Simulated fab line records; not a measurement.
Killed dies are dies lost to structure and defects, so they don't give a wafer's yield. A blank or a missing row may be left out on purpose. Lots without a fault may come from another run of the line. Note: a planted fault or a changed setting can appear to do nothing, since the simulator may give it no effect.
Matching of chambers + flow n5Finfet + rieDiel-01 running N5_GATE_CUT_ETCH_37: 4 sister chambers
The step etches SOC in N2/H2, target depth 60 nm, overetch 12 nm, time 90 s. 4 wafers are shown with their chamber, then 8 later ones without.

== EACH WAFER AND ITS CHAMBER ==
| wafer  | chamber | showerheadPlenumPTorr (Torr) |
|--------|---------|------------------------------|
| L077.3 | 3       | 2.49                         |
| L085.4 | 1       | 2.53                         |
| L085.6 | 0       | 2.65                         |
| L091.1 | 2       | 2.40                         |

== WAFERS WITH NO CHAMBER GIVEN ==
| wafer  | showerheadPlenumPTorr (Torr) |
|--------|------------------------------|
| L091.3 | 2.52                         |
| L091.4 | 2.64                         |
| L095.2 | 2.40                         |
| L095.4 | 2.52                         |
| L095.5 | 2.52                         |
| L096.1 | 2.64                         |
| L096.2 | 2.40                         |
| L096.4 | 2.52                         |

== EACH ONE'S CHAMBER ==
| wafer  | from the rows above | in truth |
|--------|---------------------|----------|
| L091.3 | 1                   | 1        |
| L091.4 | 0                   | 0        |
| L095.2 | 2                   | 2        |
| L095.4 | 1                   | 1        |
| L095.5 | 1                   | 1        |
| L096.1 | 0                   | 0        |
| L096.2 | 2                   | 2        |
| L096.4 | 1                   | 1        |
Correctly placed: 8 of 8. From these rows, 0 cannot be placed. Number placed wrongly: 0.
How it was worked out, from the rows above alone: a wafer's distance from a chamber is the root of the sum, over the readings, of the square of ((its reading less the chamber's mean) divided by the reading's scatter). If the next closest chamber is less than 2 further off than the closest, the wafer can't be placed; otherwise it belongs to the closest. A chamber's mean is the mean of its shown wafers. The scatter (one wafer shown for each chamber): square how far every hidden wafer sits from the nearest shown wafer, average those squares and take the square root.
